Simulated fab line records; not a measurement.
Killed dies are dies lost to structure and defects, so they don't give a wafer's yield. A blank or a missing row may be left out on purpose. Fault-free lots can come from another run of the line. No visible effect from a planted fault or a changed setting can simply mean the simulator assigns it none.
Split-lot experiment / flow n5-finfet / 21 wafers read from 7 lots, route of 1938 steps

## THE SPLIT
At N5_BEOL_M2_DESCUM_33 (chemistry O2, time 7 s), the setting time-s was moved away from the recipe's 7 s on 6 of the 21 wafers read, by -19.8% to +19.9%. The other wafers ran this setting at the recipe's value.

The reading comes from the split's own step.

## THE READING
CAR-EUV_of_BEOL_M2_COAT_22.thk-nm (the simulator's own value, which no gauge read), in nm, at N5_BEOL_M2_DESCUM_33 (chemistry O2, time 7 s). The file gives no usual value for it. The 15 wafers here that ran the recipe average 26.1 nm, standard deviation 0.16 nm.

wafer=L088.3; tool, chamber at the split=rie-diel-04, 1,1,3; time-s as run, s=7; against the recipe=recipe; CAR-EUV_of_BEOL_M2_COAT_22.thk-nm, nm=26; against lot-mates on the recipe=-
wafer=L088.5; tool, chamber at the split=rie-diel-04, 1,1,3; time-s as run, s=7; against the recipe=recipe; CAR-EUV_of_BEOL_M2_COAT_22.thk-nm, nm=26; against lot-mates on the recipe=-
wafer=L088.6; tool, chamber at the split=rie-diel-04, 1,1,3; time-s as run, s=7; against the recipe=recipe; CAR-EUV_of_BEOL_M2_COAT_22.thk-nm, nm=26; against lot-mates on the recipe=-
wafer=L089.2; tool, chamber at the split=rie-diel-05, 3; time-s as run, s=7; against the recipe=recipe; CAR-EUV_of_BEOL_M2_COAT_22.thk-nm, nm=26; against lot-mates on the recipe=-
wafer=L089.5; tool, chamber at the split=rie-diel-05, 0,1; time-s as run, s=7; against the recipe=recipe; CAR-EUV_of_BEOL_M2_COAT_22.thk-nm, nm=26.2; against lot-mates on the recipe=-
wafer=L089.6; tool, chamber at the split=rie-diel-05, 0,1; time-s as run, s=7; against the recipe=recipe; CAR-EUV_of_BEOL_M2_COAT_22.thk-nm, nm=26.2; against lot-mates on the recipe=-
wafer=L090.4; tool, chamber at the split=rie-diel-05, 1; time-s as run, s=7; against the recipe=recipe; CAR-EUV_of_BEOL_M2_COAT_22.thk-nm, nm=26.2; against lot-mates on the recipe=-
wafer=L090.5; tool, chamber at the split=rie-diel-05, 1; time-s as run, s=7.509; against the recipe=+7.3%; CAR-EUV_of_BEOL_M2_COAT_22.thk-nm, nm=26; against lot-mates on the recipe=-0.1
wafer=L090.6; tool, chamber at the split=rie-diel-05, 0; time-s as run, s=7; against the recipe=recipe; CAR-EUV_of_BEOL_M2_COAT_22.thk-nm, nm=26; against lot-mates on the recipe=-
wafer=L091.3; tool, chamber at the split=rie-diel-04, 2; time-s as run, s=8.157; against the recipe=+16.5%; CAR-EUV_of_BEOL_M2_COAT_22.thk-nm, nm=25.4; against lot-mates on the recipe=-0.6
wafer=L091.4; tool, chamber at the split=rie-diel-04, 1; time-s as run, s=7; against the recipe=recipe; CAR-EUV_of_BEOL_M2_COAT_22.thk-nm, nm=26; against lot-mates on the recipe=-
wafer=L091.5; tool, chamber at the split=rie-diel-04, 1; time-s as run, s=7; against the recipe=recipe; CAR-EUV_of_BEOL_M2_COAT_22.thk-nm, nm=26; against lot-mates on the recipe=-
wafer=L092.2; tool, chamber at the split=rie-diel-04, 2,0,0; time-s as run, s=8.395; against the recipe=+19.9%; CAR-EUV_of_BEOL_M2_COAT_22.thk-nm, nm=25.4; against lot-mates on the recipe=no lot-mate on the recipe
wafer=L092.4; tool, chamber at the split=rie-diel-04, 2,0,0; time-s as run, s=8.395; against the recipe=+19.9%; CAR-EUV_of_BEOL_M2_COAT_22.thk-nm, nm=25.4; against lot-mates on the recipe=no lot-mate on the recipe
wafer=L092.5; tool, chamber at the split=rie-diel-04, 2,0,0; time-s as run, s=8.395; against the recipe=+19.9%; CAR-EUV_of_BEOL_M2_COAT_22.thk-nm, nm=25.4; against lot-mates on the recipe=no lot-mate on the recipe
wafer=L094.1; tool, chamber at the split=rie-diel-04, 1; time-s as run, s=5.613; against the recipe=-19.8%; CAR-EUV_of_BEOL_M2_COAT_22.thk-nm, nm=26.8; against lot-mates on the recipe=+0.8
wafer=L094.5; tool, chamber at the split=rie-diel-04, 3; time-s as run, s=7; against the recipe=recipe; CAR-EUV_of_BEOL_M2_COAT_22.thk-nm, nm=25.8; against lot-mates on the recipe=-
wafer=L094.6; tool, chamber at the split=rie-diel-04, 2; time-s as run, s=7; against the recipe=recipe; CAR-EUV_of_BEOL_M2_COAT_22.thk-nm, nm=26.2; against lot-mates on the recipe=-
wafer=L093.3; tool, chamber at the split=rie-diel-04, 0,2; time-s as run, s=7; against the recipe=recipe; CAR-EUV_of_BEOL_M2_COAT_22.thk-nm, nm=26.4; against lot-mates on the recipe=-
wafer=L093.4; tool, chamber at the split=rie-diel-04, 0,2; time-s as run, s=7; against the recipe=recipe; CAR-EUV_of_BEOL_M2_COAT_22.thk-nm, nm=26.4; against lot-mates on the recipe=-
wafer=L093.5; tool, chamber at the split=rie-diel-04, 1; time-s as run, s=7; against the recipe=recipe; CAR-EUV_of_BEOL_M2_COAT_22.thk-nm, nm=26.2; against lot-mates on the recipe=-
Where a row lists several chambers, the file gives one row for several wafers and doesn't say which wafer went through which chamber.

THE FIT
A straight line over all 21 wafers: CAR-EUV_of_BEOL_M2_COAT_22.thk-nm changes by -0.0359 nm for each +1% of time-s; r = -0.92; the points scatter about the line by 0.15 nm.
The same after taking each lot's own level away (the mean of its wafers on the recipe; 18 wafers): -0.0369 nm for each +1%; r = -0.92; scatter 0.11 nm.
On that fit, the largest move of time-s shifts the reading by 0.74 nm.
The span of the lots' own levels, 26.00 to 26.33 nm, comes to 2.1 times the standard deviation stated above.
Consequently the slope shifts little with the lot-to-lot level, the two slopes agreeing.
Check: with one of the wafers moved furthest among these (-19.8%) left out of the fit, the line predicts +0.659 nm for it against its lot-mates. Against them it came out at +0.8 nm.

## THE OTHER SPLITS THESE WAFERS WENT THROUGH
Before the reading, these wafers also passed through other splits. Each is held against what the fit with the lots' levels taken away leaves over:
other split on the same wafers=N5_BEOL_M1_COAT_61 spin-rpm; wafers away from the commonest value=11; r with CAR-EUV_of_BEOL_M2_COAT_22.thk-nm (lot level and that fit taken away)=+0.08
other split on the same wafers=N5_BEOL_M1_ETCH_70 bias-w; wafers away from the commonest value=5; r with CAR-EUV_of_BEOL_M2_COAT_22.thk-nm (lot level and that fit taken away)=+0.21
other split on the same wafers=N5_BEOL_M1_TRENCH_ETCH_37 source-w; wafers away from the commonest value=6; r with CAR-EUV_of_BEOL_M2_COAT_22.thk-nm (lot level and that fit taken away)=-0.37

## FILE'S OWN FIT
CAR-EUV_of_BEOL_M2_COAT_22.thk-nm changes by -0.0369 nm for each +1% of time-s, r = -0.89.
